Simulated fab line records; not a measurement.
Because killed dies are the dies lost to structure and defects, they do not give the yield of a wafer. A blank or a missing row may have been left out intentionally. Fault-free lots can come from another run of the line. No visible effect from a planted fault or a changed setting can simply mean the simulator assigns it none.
fab line records ; flow n5Finfet
[record] lots = 6; wafers = 18; lastDay = 18
route steps=1938 shown BEOL_M7@1300 BEOL_M8@1332 PASSIVATION@1936
lots with no fault: from the same line, run without faults
startH: hours from the record's opening day to when the first of the lot's shown wafers began ; waitH: hours elapsed since this lot's preceding step ; " identical to the entry in the row above ; L1.1+2: several wafers, shown together as one row ; - value missing, or start not given ; * or withheld: withheld ; < > ~ a bound
route shown NAME@n: NAME is a module with steps in the file, n the number in the route of the first one ; usual: the fault-free wafers' mean and standard deviation ; same: alike in all rows ; chamber/n: place in a boat ; sites: per-site readings ; _std_site: how widely they spread, as a standard deviation ; _edge_site: outer sites' mean less inner sites' ; radiusMm: how far each site lies from the wafer's centre ; mask NAME#n: copy n ; behind: the last tool/chamber to shape the wafer ; hold: why the lot went on hold/how many hours it stayed there/how the hold came to an end ; device: transistor that didn't switch, given as n, p or np ; end of line: at the end of the route, the tests of the same wafers ; a step given without rows: its recipe and nothing more ; killed: at the first sort, the dies lost to defects and structure; wafer yield is something else ; map: per-die view of a wafer (x killed, . not killed, _ where there is no die)
set.NAME: the setting as run; set.NAME@STEP: as run at that earlier step ; model.NAME: the simulator's own value behind a step, which no gauge read
lots at selected steps of the route; one table per step, one row per wafer
services: when a tool's chamber went out of use (startH, in hours from the record's first day, below 0 if earlier), for how many hours, and the reason
[[steps]]
[step N5_BEOL_M7_ETCH_72]
[recipe] chemistry = N2/H2; target = underlayer; targetDepthA = 65; maskMaterial = CAR-EUV; timeS = 5.2; ionEnergyEv = 200; pressureMtorr = 30; sourceW = 840; biasW = 150; n2FlowSccm = 200; h2FlowSccm = 200; ends = cleared
[step N5_BEOL_M7_ETCH_65]
[recipe] chemistry = CF4; target = SiARC; targetDepthA = 156; maskMaterial = CAR-EUV; timeS = 26; ionEnergyEv = 80; pressureMtorr = 40; sourceW = 545; biasW = 36; Ar_flow_sccm = 100; cf4FlowSccm = 100; ends = cleared
[step N5_BEOL_M7_ETCH_66]
[recipe] chemistry = N2/H2; target = SOC; targetDepthA = 800; overetchA = 160; maskMaterial = SiARC; tempC = 40; timeS = 120; ionEnergyEv = 200; pressureMtorr = 30; sourceW = 840; biasW = 150; n2FlowSccm = 200; h2FlowSccm = 200
[step N5_BEOL_M7_STRIP_69]
[recipe] chemistry = N2/H2; tempC = 40; n2FlowSccm = 200; h2FlowSccm = 200; rfFrequencyHz = 6e+07
[step N5_BEOL_M7_STRIP_73]
[recipe] chemistry = N2/H2; tempC = 40; n2FlowSccm = 200; h2FlowSccm = 200; rfFrequencyHz = 6e+07
[step N5_BEOL_M7_VIA_ETCH_34]
[recipe] chemistry = C4F6/O2; target = SiCOH_lowk; targetDepthA = 1255; maskMaterial = SOC; taperDeg = 4; timeS = 50.5; ionEnergyEv = 250; pressureMtorr = 30; sourceW = 345; biasW = 185; Ar_flow_sccm = 300; C4F6_flow_sccm = 10; O2_flow_sccm = 10
[step N5_BEOL_M7_STRIP_76]
[recipe] chemistry = C4F6/O2; resist = SiARC; rfFrequencyHz = 6e+07
[step N5_BEOL_M7_STRIP_36]
[recipe] chemistry = N2/H2; powerW = 450; tempC = 40; pressureMtorr = 20; rfFrequencyHz = 6e+07; overashFraction = 0.3; biasPowerW = 7; h2Frac = 0.5; n2FlowSccm = 200; h2FlowSccm = 200
[step N5_BEOL_M7_TRENCH_ETCH_37]
[recipe] chemistry = C4F6/O2; targetDepthA = 934.78; target = SiCOH_lowk; timeS = 31.2; ionEnergyEv = 250; pressureMtorr = 30; sourceW = 345; biasW = 185; Ar_flow_sccm = 300; C4F6_flow_sccm = 10; O2_flow_sccm = 10
[step N5_BEOL_M7_ETCH_41]
[recipe] chemistry = CH3F/O2; target = SiCN; targetDepthA = 319; taperDeg = 2; timeS = 57.8; ionEnergyEv = 120; maskMaterial = TiN; pressureMtorr = 30; sourceW = 395; biasW = 75; Ar_flow_sccm = 150; CH3F_flow_sccm = 30; O2_flow_sccm = 20
[step N5_BEOL_M7_STRIP_80]
[recipe] chemistry = N2/H2; timeS = 10; powerW = 450; tempC = 40; pressureMtorr = 20; rfFrequencyHz = 6e+07; biasPowerW = 7; n2FlowSccm = 200; h2FlowSccm = 200
[step N5_BEOL_M7_OCD_MEAS_38]
[usual] trenchDepthNm = 93.6/1.9
lot.wafer;tool;chamber;startH;waitH;trenchDepthNm
L123.2;ocd-02;-;243.61;-;93.1
L123.4;ocd-02;-;243.61;-;93.7
L123.5;ocd-02;-;243.61;-;92.6
L122.4;ocd-01;-;244.03;-;94.4
L122.5;ocd-01;-;244.03;-;94.1
L122.6;ocd-01;-;244.03;-;92.6
L128.4;ocd-02;-;283.71;-;95.7
L128.5;ocd-02;-;283.71;-;95.8
L128.6;ocd-02;-;283.71;-;94.3
L131.2;ocd-01;-;302.34;-;95.2
L131.3;ocd-01;-;302.34;-;93.1
L131.5;ocd-01;-;302.34;-;94.3
L132.1;ocd-01;-;304.76;-;92.1
L132.3;ocd-01;-;304.76;-;94.6
L132.5;ocd-01;-;304.76;-;92.4
L137.1;ocd-02;-;353.92;-;91.8
L137.4;ocd-02;-;353.92;-;94.0
L137.6;ocd-02;-;353.92;-;92.9
[step N5_BEOL_M7_HM_STRIP_39]
[recipe] chemistry = peroxideTinStrip; material = TiN; targetDepthA = 250; tempC = 50; timeS = 158
lot.wafer;tool;chamber;startH;waitH
L123.2+4+5;wetBench-06;0,5,4;243.64;0.0
L122.4+5+6;wetBench-06;7,1,0;244.06;0.0
L128.4+5+6;wetBench-05;2,6,4;283.74;0.0
L131.2+3+5;wetBench-06;1,5,7;302.37;0.0
L132.1+3+5;wetBench-06;4,0,3;304.79;0.0
L137.1+4+6;wetBench-05;0,6,1;353.95;0.0
[step N5_BEOL_M7_SRD_40]
[recipe] timeS = 30; tempC = 23; rinseLiquid = diw; dry = ipaMarangoni
[step N5_BEOL_M7_PRECLEAN_42]
[recipe] chemistry = residueRemover; timeS = 60; tempC = 40
[step N5_BEOL_M7_SRD_43]
[recipe] timeS = 30; tempC = 23; rinseLiquid = diw; dry = ipaMarangoni
[step N5_BEOL_M7_CD_MEAS_35]
[recipe] targetCdNm = 40; polarity = opening
[usual] cdNm = 39.9/0.52
lot.wafer;tool;chamber;startH;waitH;cdNm
L123.2;cdSem-02;-;243.77;0.0;38.8
L123.4;cdSem-02;-;243.77;0.0;38.9
L123.5;cdSem-02;-;243.77;0.0;39.9
L122.4;cdSem-02;-;244.18;0.0;39.8
L122.5;cdSem-02;-;244.18;0.0;39.8
L122.6;cdSem-02;-;244.18;0.0;39.5
L128.4;cdSem-01;-;283.86;0.0;39.3
L128.5;cdSem-01;-;283.86;0.0;40.1
L128.6;cdSem-01;-;283.86;0.0;39.4
L131.2;cdSem-01;-;302.49;0.0;39.9
L131.3;cdSem-01;-;302.49;0.0;40.4
L131.5;cdSem-01;-;302.49;0.0;40.7
L132.1;cdSem-02;-;304.91;0.0;40.2
L132.3;cdSem-02;-;304.91;0.0;39.3
L132.5;cdSem-02;-;304.91;0.0;39.2
L137.1;cdSem-02;-;354.16;0.0;40.7
L137.4;cdSem-02;-;354.16;0.0;40.5
L137.6;cdSem-02;-;354.16;0.0;40.4
[step N5_BEOL_M7_CURE_75]
[recipe] tempC = 370; timeS = 120; ambient = DMADMS/He; material = SiCOH_lowk
[step N5_BEOL_M7_DEGAS_44]
[recipe] ambient = vacuum; tempC = 250; timeS = 60
[step N5_BEOL_M7_PRE_CLEAN_45]
[recipe] gas = H2/He; timeS = 30; tempC = 250
[step N5_BEOL_M7_ALD_77]
[recipe] material = TaN; targetThkA = 20; tempC = 275; aldPrecursorFamily = PDMAT; aldCoReactant = NH3; pressureTorr = 3; carrierFlowSccm = 1500; pulseTimeS = 2; purgeTimeS = 3; coReactantPurgeTimeS = 2; coReactantPulseTimeS = 3; aldCycles = 40; precursorVesselTempC = 75; precursorVesselPressureTorr = 26.25; precursorVesselCarrierSccm = 1000
[usual] heaterPowerW = 407/39
lot.wafer;tool;chamber;startH;waitH;heaterPowerW
L123.2;aldMetal-04;0;244.90;0.1;343
L123.4;aldMetal-04;1;244.90;0.1;399
L123.5;aldMetal-04;3;244.90;0.1;423
L122.4;aldMetal-02;1;245.18;0.1;380
L122.5;aldMetal-02;3;245.18;0.1;416
L122.6;aldMetal-02;0;245.18;0.1;485
L128.4;aldMetal-01;3;284.32;0.0;443
L128.5;aldMetal-01;2;284.32;0.0;372
L128.6;aldMetal-01;3;284.32;0.0;441
L131.2;aldMetal-01;0;303.92;0.1;465
L131.3;aldMetal-01;3;303.92;0.1;444
L131.5;aldMetal-01;0;303.92;0.1;458
L132.1;aldMetal-02;3;305.62;0.0;418
L132.3;aldMetal-02;1;305.62;0.0;383
L132.5;aldMetal-02;1;305.62;0.0;375
L137.1;aldMetal-02;3;355.00;0.0;428
L137.4;aldMetal-02;1;355.00;0.0;380
L137.6;aldMetal-02;0;355.00;0.0;484
[step N5_BEOL_M7_SURFACE_TREAT_79]
[recipe] gas = Ar; timeS = *; ionEnergyEv = *; ionCurrentMaCm2 = 0.5; pressureMtorr = *; arFlowSccm = 30
[usual] throttleValvePct = *
lot.wafer;tool;chamber;startH;waitH;throttleValvePct
L123.2;pvdSputter-03;-;245.20;0.2;*
L123.4;pvdSputter-03;-;245.20;0.2;*
L123.5;pvdSputter-03;-;245.20;0.2;*
L122.4;pvdSputter-03;-;245.52;0.2;*
L122.5;pvdSputter-03;-;245.52;0.2;*
L122.6;pvdSputter-03;-;245.52;0.2;*
L128.4;pvdSputter-03;-;284.60;0.2;*
L128.5;pvdSputter-03;-;284.60;0.2;*
L128.6;pvdSputter-03;-;284.60;0.2;*
L131.2;pvdSputter-02;-;304.30;0.2;*
L131.3;pvdSputter-02;-;304.30;0.2;*
L131.5;pvdSputter-02;-;304.30;0.2;*
L132.1;pvdSputter-03;-;307.08;1.3;*
L132.3;pvdSputter-03;-;307.08;1.3;*
L132.5;pvdSputter-03;-;307.08;1.3;*
L137.1;pvdSputter-02;-;355.34;0.2;*
L137.4;pvdSputter-02;-;355.34;0.2;*
L137.6;pvdSputter-02;-;355.34;0.2;*
[step N5_BEOL_M7_CVD_78]
[recipe] material = Co; targetThkA = 20; tempC = withheld; precursor = CCTBA/H2; pressureTorr = 30; timeS = 142.3
[step N5_BEOL_M7_SPUTTER_48]
[recipe] material = Cu; targetThkA = 100; tempC = -20; biasV = 60; powerW = 26000; chamberPressurePa = 0.13; timeS = 1.667
[step N5_BEOL_M7_ECD_50]
[recipe] material = Cu; targetThkA = 3000
[step N5_BEOL_M7_ANNEAL_51]
[recipe] tempC = 225; timeS = 90; ambient = N2
[usual] wafer_temp_C_max = 225.92/0.26
lot.wafer;tool;chamber;startH;waitH;wafer_temp_C_max
L123.2;rtpAnneal-02;0;245.76;0.2;225.85
L123.4;rtpAnneal-02;0;245.76;0.2;225.60
L123.5;rtpAnneal-02;0;245.76;0.2;225.72
L122.4;rtpAnneal-01;0;246.98;0.8;226.62
L122.5;rtpAnneal-01;0;246.98;0.8;225.90
L122.6;rtpAnneal-01;0;246.98;0.8;225.95
L128.4;rtpAnneal-02;0;285.12;0.2;225.97
L128.5;rtpAnneal-02;0;285.12;0.2;225.91
L128.6;rtpAnneal-02;0;285.12;0.2;225.95
L131.2;rtpAnneal-01;0;304.87;0.1;226.35
L131.3;rtpAnneal-01;0;304.87;0.1;226.20
L131.5;rtpAnneal-01;0;304.87;0.1;226.68
L132.1;rtpAnneal-01;0;307.77;0.2;225.59
L132.3;rtpAnneal-01;0;307.77;0.2;225.71
L132.5;rtpAnneal-01;0;307.77;0.2;226.17
L137.1;rtpAnneal-01;0;355.75;0.1;225.88
L137.4;rtpAnneal-01;0;355.75;0.1;225.78
L137.6;rtpAnneal-01;0;355.75;0.1;225.95
[step N5_BEOL_M7_CMP_52]
[recipe] stopOn = SiCOH_lowk; tOverpolishS = 6.9; downForcePsi = 1; platenRpm = 50; clearingPlatenDownForcePsi = 1.5; clearingPlatenRpm = 50; postCmpClean = cuAlkaline; targetThkNm = 80; clearingPlatenPadVelocityMS = 0.99484; padVelocityMS = 0.99484
[step N5_BEOL_M7_THK_MEAS_53]
[recipe] thkMeasGauge = xrf; reads = Cu_of_BEOL_M7_ECD_50
[usual] M7_THK = 79.2/2.4
lot.wafer;tool;chamber;startH;waitH;M7_THK[nm]
L123.2;filmMetro-01;-;246.31;-;78.2
L123.4;filmMetro-01;-;246.31;-;78.9
L123.5;filmMetro-01;-;246.31;-;75.9
L122.4;filmMetro-01;-;247.57;-;81.1
L122.5;filmMetro-01;-;247.57;-;79.9
L122.6;filmMetro-01;-;247.57;-;77.0
L128.4;filmMetro-01;-;285.58;-;80.2
L128.5;filmMetro-01;-;285.58;-;80.2
L128.6;filmMetro-01;-;285.58;-;78.3
L131.2;filmMetro-01;-;305.42;-;80.0
L131.3;filmMetro-01;-;305.42;-;78.3
L131.5;filmMetro-01;-;305.42;-;79.0
L132.1;filmMetro-01;-;308.84;-;76.5
L132.3;filmMetro-01;-;308.84;-;80.3
L132.5;filmMetro-01;-;308.84;-;77.2
L137.1;filmMetro-01;-;356.36;-;76.5
L137.4;filmMetro-01;-;356.36;-;78.6
L137.6;filmMetro-01;-;356.36;-;78.3
[step N5_BEOL_M7_PRE_CLEAN_55]
[recipe] gas = NH3; timeS = 15; tempC = withheld; rfPowerW = 300
[step N5_BEOL_M7_DEP_56]
[recipe] material = SiCN; targetThkA = 100; tempC = withheld; precursor = 3MS/NH3; pressureTorr = 3; rfW = 202; timeS = 17.5
[usual] showerheadPlenumPTorr = 3.663/0.014; throttleValvePct = 8.9/0.48
lot.wafer;tool;chamber;startH;waitH;showerheadPlenumPTorr;throttleValvePct
L123.2;pecvd-02;2;246.37;0.0;3.682;8.2
L123.4;pecvd-02;0;246.37;0.0;3.652;9.5
L123.5;pecvd-02;1;246.37;0.0;3.656;9.0
L122.4;pecvd-01;0;247.65;0.0;3.672;8.8
L122.5;pecvd-01;1;247.65;0.0;3.661;9.6
L122.6;pecvd-01;2;247.65;0.0;3.669;8.5
L128.4;pecvd-02;2;285.66;0.0;3.680;8.3
L128.5;pecvd-02;1;285.66;0.0;3.644;9.3
L128.6;pecvd-02;0;285.66;0.0;3.654;9.3
L131.2;pecvd-03;1;305.48;0.0;3.637;9.0
L131.3;pecvd-03;2;305.48;0.0;3.665;8.8
L131.5;pecvd-03;0;305.48;0.0;3.675;8.8
L132.1;pecvd-02;2;308.90;0.0;3.683;8.2
L132.3;pecvd-02;0;308.90;0.0;3.669;9.5
L132.5;pecvd-02;1;308.90;0.0;3.644;9.1
L137.1;pecvd-02;2;356.42;0.0;3.678;8.2
L137.4;pecvd-02;0;356.42;0.0;3.668;9.5
L137.6;pecvd-02;1;356.42;0.0;3.633;9.0
[step N5_BEOL_M7_RS_MEAS_57]
[recipe] thkMeasGauge = four-point-probe; reads = Cu_of_BEOL_M7_ECD_50+Co_of_BEOL_M7_CVD_78+TaN_of_BEOL_M7_ALD_77
[usual] M7_RS = 0.287/0.0098
lot.wafer;tool;chamber;startH;waitH;M7_RS[ohm/sq]
L123.2;filmMetro-02;-;246.44;0.1;0.288
L123.4;filmMetro-02;-;246.44;0.1;0.283
L123.5;filmMetro-02;-;246.44;0.1;0.296
L122.4;filmMetro-01;-;247.70;0.0;0.278
L122.5;filmMetro-01;-;247.70;0.0;0.282
L122.6;filmMetro-01;-;247.70;0.0;0.294
L128.4;filmMetro-02;-;285.71;0.0;0.279
L128.5;filmMetro-02;-;285.71;0.0;0.280
L128.6;filmMetro-02;-;285.71;0.0;0.287
L131.2;filmMetro-02;-;305.55;0.1;0.279
L131.3;filmMetro-02;-;305.55;0.1;0.287
L131.5;filmMetro-02;-;305.55;0.1;0.283
L132.1;filmMetro-02;-;308.97;0.1;0.298
L132.3;filmMetro-02;-;308.97;0.1;0.282
L132.5;filmMetro-02;-;308.97;0.1;0.294
L137.1;filmMetro-02;-;356.49;0.1;0.299
L137.4;filmMetro-02;-;356.49;0.1;0.289
L137.6;filmMetro-02;-;356.49;0.1;0.291
[step N5_BEOL_M8_ILD_DEP_00]
[recipe] material = SiCOH_lowk; targetThkA = 1797.5; tempC = 300; precursor = DEMS/porogen; pressureTorr = 5; rfW = 500; timeS = 33.4
[usual] heaterPowerW = 326/39; showerheadPlenumPTorr = 5.748/0.014; throttleValvePct = 13.6/0.62
lot.wafer;tool;chamber;startH;waitH;heaterPowerW;showerheadPlenumPTorr;throttleValvePct
L123.2;pecvd-03;0;246.50;0.0;345;5.748;13.4
L123.4;pecvd-03;2;246.50;0.0;301;5.756;12.9
L123.5;pecvd-03;1;246.50;0.0;317;5.694;13.7
L122.4;pecvd-04;0;247.78;0.1;322;5.775;13.1
L122.5;pecvd-04;0;247.78;0.1;326;5.764;13.2
L122.6;pecvd-04;1;247.78;0.1;368;5.750;14.1
L128.4;pecvd-04;2;285.79;0.1;305;5.752;13.2
L128.5;pecvd-04;0;285.79;0.1;320;5.767;13.1
L128.6;pecvd-04;1;285.79;0.1;395;5.746;14.3
L131.2;pecvd-04;0;305.61;0.0;325;5.752;13.0
L131.3;pecvd-04;2;305.61;0.0;305;5.754;12.8
L131.5;pecvd-04;2;305.61;0.0;312;5.733;13.0
L132.1;pecvd-03;1;309.03;0.0;276;5.713;13.6
L132.3;pecvd-03;0;309.03;0.0;302;5.733;13.6
L132.5;pecvd-03;2;309.03;0.0;327;5.740;13.2
L137.1;pecvd-04;2;356.55;0.0;310;5.748;12.9
L137.4;pecvd-04;1;356.55;0.0;380;5.744;14.3
L137.6;pecvd-04;0;356.55;0.0;289;5.760;13.0
[step N5_BEOL_M8_CURE_74]
[recipe] tempC = 385; timeS = 240; ambient = He/Ar; material = SiCOH_lowk
[step N5_BEOL_M8_THK_MEAS_01]
[recipe] reads = SiCOH_lowk_of_BEOL_M8_ILD_DEP_00
[usual] M8_ILD_THK = 155.3/1.8
lot.wafer;tool;chamber;startH;waitH;M8_ILD_THK[nm]
L123.2;filmMetro-01;-;247.08;0.4;153.6
L123.4;filmMetro-01;-;247.08;0.4;157.8
L123.5;filmMetro-01;-;247.08;0.4;155.4
L122.4;filmMetro-02;-;248.36;0.2;156.5
L122.5;filmMetro-02;-;248.36;0.2;156.2
L122.6;filmMetro-02;-;248.36;0.2;155.8
L128.4;filmMetro-02;-;286.35;0.2;157.5
L128.5;filmMetro-02;-;286.35;0.2;156.0
L128.6;filmMetro-02;-;286.35;0.2;155.9
L131.2;filmMetro-01;-;306.19;0.4;153.9
L131.3;filmMetro-01;-;306.19;0.4;154.8
L131.5;filmMetro-01;-;306.19;0.4;156.3
L132.1;filmMetro-02;-;309.61;0.4;156.3
L132.3;filmMetro-02;-;309.61;0.4;153.4
L132.5;filmMetro-02;-;309.61;0.4;155.3
L137.1;filmMetro-02;-;357.13;0.4;154.8
L137.4;filmMetro-02;-;357.13;0.4;158.4
L137.6;filmMetro-02;-;357.13;0.4;154.5
[step N5_BEOL_M8_PECVD_70]
[recipe] material = SiO2; targetThkA = 200; tempC = 400; precursor = TEOS/O2; pressureTorr = 5.5; rfW = 450; teosFlowSccm = 53.8; gas = O2; flowSccm = 3000; timeS = 22.7
[step N5_BEOL_M8_HM_DEP_02]
[recipe] material = TiN; targetThkA = 200; tempC = 25; chamberPressurePa = 0.49996
[step N5_BEOL_M8_COAT_59]
[recipe] resist = SOC; tempC = 250; timeS = 60; spinRpm = 1500; resistThkNm = 100
[step N5_BEOL_M8_COAT_60]
[recipe] resist = SiARC; tempC = 220; timeS = 60; spinRpm = 1500; resistThkNm = 35
[step N5_BEOL_M8_COAT_05]
[recipe] resist = CAR-ArF; spinRpm = 1500; resistThkNm = 90
[step N5_BEOL_M8_EBR_07]
[recipe] solvent = PGMEA; ebrWidthMm = 1.5
[step N5_BEOL_M8_SOFTBAKE_06]
[recipe] tempC = 110; timeS = 60; resist = CAR-ArF
[step N5_PASSIVATION_PROBE_49]
[usual] defectLimitedYield = 91.5/1.5; killed_at_M0_to_M3 = 33/10; killed_at_M4_up = 15/6.4; killedAtContacts = 12/5.4; killedAtFrontEnd = 38/9.8; killedAtOther = 4/3.1; killedDies = 101/18; killedOpen = 67/14; killedShort = 33/7.9; sort_bin_5_function = 5.0/1; sort_bin_6_memory = 3.2/0.67; sortNPass = 1079/18; sortYieldPct = 91.5/1.5
[same] grossDies = 1180; killedAtBackSide = 0; sort_bin_4_leakage[%] = 0; sort_bin_8_speed[%] = 0
lot.wafer;tool;chamber;startH;waitH;defectLimitedYield[%];killed_at_M0_to_M3;killed_at_M4_up;killedAtContacts;killedAtFrontEnd;killedAtOther;killedDies;killedOpen;killedShort;sort_bin_5_function[%];sort_bin_6_memory[%];sortNPass;sortYieldPct[%]
L123.2;prober-02;-;330.87;0.1;90.1;40;26;6;42;3;117;82;29;6.3;3.2;1063;90.1
L123.4;prober-02;-;330.97;0.2;90.0;46;26;7;35;4;118;69;48;5.8;4.1;1062;90.0
L123.5;prober-02;-;331.02;0.2;88.0;57;32;15;37;1;142;102;40;8.0;3.6;1038;88.0
L128.4;prober-01;-;390.45;0.2;92.6;18;11;16;40;2;87;60;27;4.4;2.9;1093;92.6
L128.5;prober-01;-;390.50;0.2;92.6;22;20;13;31;1;87;53;33;4.5;2.7;1093;92.6
L128.6;prober-01;-;390.55;0.3;90.8;42;13;15;34;4;108;80;27;5.3;3.6;1072;90.8
L131.2;prober-01;-;397.48;0.1;83.1;19;151;3;24;3;200;44;22;10.8;3.9;980;83.1
L131.3;prober-01;-;397.53;0.1;86.8;21;98;4;32;1;156;44;28;8.3;3.0;1024;86.8
L131.5;prober-01;-;397.63;0.2;84.0;20;125;9;27;8;189;46;27;10.0;3.6;991;84.0
L132.1;prober-02;-;399.40;0.0;82.7;31;117;14;39;3;204;74;35;10.7;3.7;976;82.7
L132.3;prober-02;-;399.50;0.1;81.9;36;132;14;31;1;214;62;29;11.0;3.5;966;81.9
L132.5;prober-02;-;399.60;0.2;81.2;34;131;27;29;1;222;64;39;11.1;4.7;958;81.2
// killed by level:class
L123.2 BEOL_M3:geometricParticle:open=20 BEOL_M4:geometricParticle:open=15 FIN_SAQP:geometricParticle:open=10 BEOL_M0_SAQP:geometricParticle:short=8 FIN_SAQP:geometricParticle:short=7 MOL_CONTACT_COAG:geometricParticle:open=6 BEOL_M0_SAQP:geometricParticle:open=5 DUMMY_GATE:geometricParticle:open=4
L123.4 BEOL_M0_SAQP:geometricParticle:short=24 BEOL_M4:geometricParticle:open=14 FIN_SAQP:geometricParticle:short=12 STI_FIN_REVEAL:geometricParticle:open=10 BEOL_M0_SAQP:geometricParticle:open=8 MOL_CONTACT_COAG:geometricParticle:open=6 BEOL_M3:geometricParticle:open=6 FIN_SAQP:geometricParticle:open=5
L123.5 BEOL_M4:geometricParticle:open=18 BEOL_M0_SAQP:geometricParticle:open=16 MOL_CONTACT_COAG:geometricParticle:open=14 BEOL_M3:geometricParticle:open=14 BEOL_M0_SAQP:geometricParticle:short=10 BEOL_M1:geometricParticle:open=10 FIN_SAQP:geometricParticle:short=7 FIN_SAQP:geometricParticle:open=6
L128.4 MOL_CONTACT_COAG:geometricParticle:open=13 FIN_SAQP:geometricParticle:short=11 STI_FIN_REVEAL:geometricParticle:open=8 BEOL_M0_SAQP:geometricParticle:open=8 FIN_SAQP:geometricParticle:open=6 DUMMY_GATE:geometricParticle:open=6 BEOL_M4:geometricParticle:open=5 MOL_CONTACT_COAG:geometricParticle:short=3
L128.5 MOL_CONTACT_COAG:geometricParticle:open=9 FIN_SAQP:geometricParticle:short=6 STI_FIN_REVEAL:geometricParticle:open=6 BEOL_M0_SAQP:geometricParticle:short=5 FIN_SAQP:geometricParticle:open=4 MOL_CONTACT_COAG:geometricParticle:short=4 BEOL_M1:geometricParticle:open=4 BEOL_M3:geometricParticle:open=4
L128.6 MOL_CONTACT_COAG:geometricParticle:open=15 BEOL_M0_SAQP:geometricParticle:open=15 BEOL_M3:geometricParticle:open=8 BEOL_M0_SAQP:geometricParticle:short=6 STI_FIN_REVEAL:geometricParticle:open=5 DUMMY_GATE:geometricParticle:open=5 ILD0:geometricParticle:open=5 BEOL_M5:geometricParticle:open=5
L131.2 BEOL_M7:unspecified=133 BEOL_M4:geometricParticle:open=10 BEOL_M0_SAQP:geometricParticle:open=8 FIN_SAQP:geometricParticle:short=6 STI_FIN_REVEAL:geometricParticle:open=6 BEOL_M0_SAQP:geometricParticle:short=4 FIN_SAQP:geometricParticle:open=3 BEOL_M3:geometricParticle:open=3
L131.3 BEOL_M7:unspecified=84 STI_FIN_REVEAL:geometricParticle:open=8 FIN_SAQP:geometricParticle:short=7 BEOL_M0_SAQP:geometricParticle:short=7 BEOL_M4:geometricParticle:open=6 BEOL_M7:geometricParticle:open=4 FIN_SAQP:geometricParticle:open=3 STARTING-WAFER:geometricParticle:open=3
L131.5 BEOL_M7:unspecified=114 MOL_CONTACT_COAG:geometricParticle:open=9 GATE_CUT:geometricParticle:short=5 MIM_TOP_ETCH:geometricParticle:open=4 BEOL_M0_SAQP:geometricParticle:short=4 BEOL_M0_SAQP:geometricParticle:open=4 STARTING-WAFER:geometricParticle:short=4 FIN_SAQP:geometricParticle:short=3
L132.1 BEOL_M7:unspecified=95 FIN_SAQP:geometricParticle:open=12 MOL_CONTACT_COAG:geometricParticle:open=10 BEOL_M0_SAQP:geometricParticle:short=8 STI_FIN_REVEAL:geometricParticle:open=7 BEOL_M0_SAQP:geometricParticle:open=7 BEOL_M1:geometricParticle:open=7 FIN_SAQP:geometricParticle:short=5
L132.3 BEOL_M7:unspecified=122 MOL_CONTACT_COAG:geometricParticle:open=12 FIN_SAQP:geometricParticle:short=9 BEOL_M0_SAQP:geometricParticle:short=9 BEOL_M0_SAQP:geometricParticle:open=8 BEOL_M2:geometricParticle:open=8 FIN_SAQP:geometricParticle:open=5 STI_FIN_REVEAL:geometricParticle:open=5
L132.5 BEOL_M7:unspecified=118 MOL_CONTACT_COAG:geometricParticle:open=18 BEOL_M0_SAQP:geometricParticle:open=12 MOL_CONTACT_COAG:geometricParticle:short=9 BEOL_M0_SAQP:geometricParticle:short=9 STI_FIN_REVEAL:geometricParticle:open=7 BEOL_M1:geometricParticle:open=6 STARTING-WAFER:geometricParticle:short=5
// map L131.2 (x killed, . not)
_________________............________________
______________..x.....x........._____________
___________..............x.x.......__________
__________.................x.x..x..._________
________...................x........x._______
_______...........................xx...______
______x.x.......x..x......xx............_____
_____.........x.......x..............x...____
____......................................___
___........................................__
___...........x.....x...x.................x__
__x..............x.........................._
__...............x.................x........_
_x..............x.....x.............x.....x..
_...................x........................
_...x.....x...........x.......x..............
_.................................x..x.......
_.........x.............................x....
_......x.............xx......................
_.......x.......xxxx.xxxxx......x.....x......
_.................xxxxxxxx.xx................
__.............x.xxxxxxxxx.x.....x.........._
__..........x...xxxxxxxxxxxxx.........x....._
___......x....xxxxxxxxxxxxxxxx.............__
___..........x.xxxxxxxxxxxxxxx.x....x......__
____..........x.xxxxxxxxxxxxx...........x.___
_____.x......x.xxxxxxxxxxxxx.............____
______........x.xxxxxxxxxxx.x........x.._____
_______........xx.xxxxxxxxx.......x....______
________....x....x..xxxx.x........x..._______
__________......xx...x.............._________
___________..............x.....x...__________
______________..............x..._____________
_________________.......x....________________
// map L132.5 (x killed, . not)
_________________....x....xxx________________
______________........xxxxxxxxxx_____________
___________...........xxxxxxxxxxxxx__________
__________.......x...xx.xxxxxxxxxxxx_________
________....x.x.......xxxxxxxxxxxxxxxx_______
_______...x.x..x......xxxxxxxxxxxxxxxxx______
______...............xxx.xxxxxxxxxxxxx.._____
_____.................x.xxxxxxxxxxxxx....____
____.......x..........x..xxxx.xxxx.xx.....___
___....x....................xxxxxxx........__
___.....x.................x...x..........x.__
__..x....x..................x..............._
__......................x..x........x...x..._
_............x............x.....x..x.........
_....x..........xx.....x....x................
_.......................xx...................
_........................xx...........x......
_....x....x...x..................x...x...xx.x
_.x.........x....x............x............x.
_...x........x..............xx..........x....
_.x.........x..x........................xx...
__x.......................x.....x...x...x..._
__..............x..........................x_
___.............x.....x................x...__
___......x.......x..........x..........x...__
____..................x......xx..x........___
_____...x...x.x...xx...x.................____
______............x......x.......xx....._____
_______...................x......x.....______
________..x.......x..x...x....x......._______
__________............x....x........_________
___________.x.....x.......x........__________
______________........x.....x..._____________
_________________......xx....________________
[[services]]
tool;chamber;startH;hours;kind
pecvd-04;2;233.81;14.8;repair
pecvd-04;-;237.05;0.8;repair
aldMetal-04;3;248.32;174.3;repair
pecvd-03;-;255.45;3.2;repair
pecvd-03;0;264.70;12.5;repair
pecvd-04;-;264.72;2.1;repair
pecvd-02;2;268.35;5.5;scheduledDown
pecvd-03;0;286.79;6.2;repair
pecvd-03;1;289.53;4.4;repair
aldMetal-01;-;298.52;1.6;repair
wetBench-05;-;298.90;3.9;repair
pecvd-01;0;318.38;5.5;scheduledDown
aldMetal-01;2;326.35;6.2;repair
aldMetal-02;-;333.81;0.2;repair
aldMetal-01;-;337.25;14.0;pm
aldMetal-01;0;337.25;14.0;ventCycle
aldMetal-01;1;337.25;14.5;ventCycle
aldMetal-01;2;337.25;14.0;ventCycle
aldMetal-01;3;337.25;14.0;ventCycle
aldMetal-01;0;351.25;-;clean
aldMetal-01;2;351.25;-;clean
aldMetal-01;3;351.25;-;clean
[[key]]
[firstSign] step = N5_PASSIVATION_PROBE_49; reading = killed_at_M4_up; direction = up; sigmas = 17; usual = 15; struck = 126
[effect] step = N5_PASSIVATION_PROBE_49; reading = defectLimitedYield; direction = down; sigmas = 5.4; usual = 91.5; struck = 83.3
[moreKillsBornAt] N5_BEOL_M7_HM_STRIP_39@wetBench-06 = 666
metAt N5_BEOL_M7_HM_STRIP_39
struckWafers L131.2,L131.3,L131.5,L132.1,L132.3,L132.5
onsetBetween 244.06 302.37
[fault] kind = chamberParticleSource; tool = wetBench-06; chamber = -; onsetH = 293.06; steps = N5_BEOL_M7_HM_STRIP_39; ratePerVisitCm2 = 1.1089; endH = 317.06
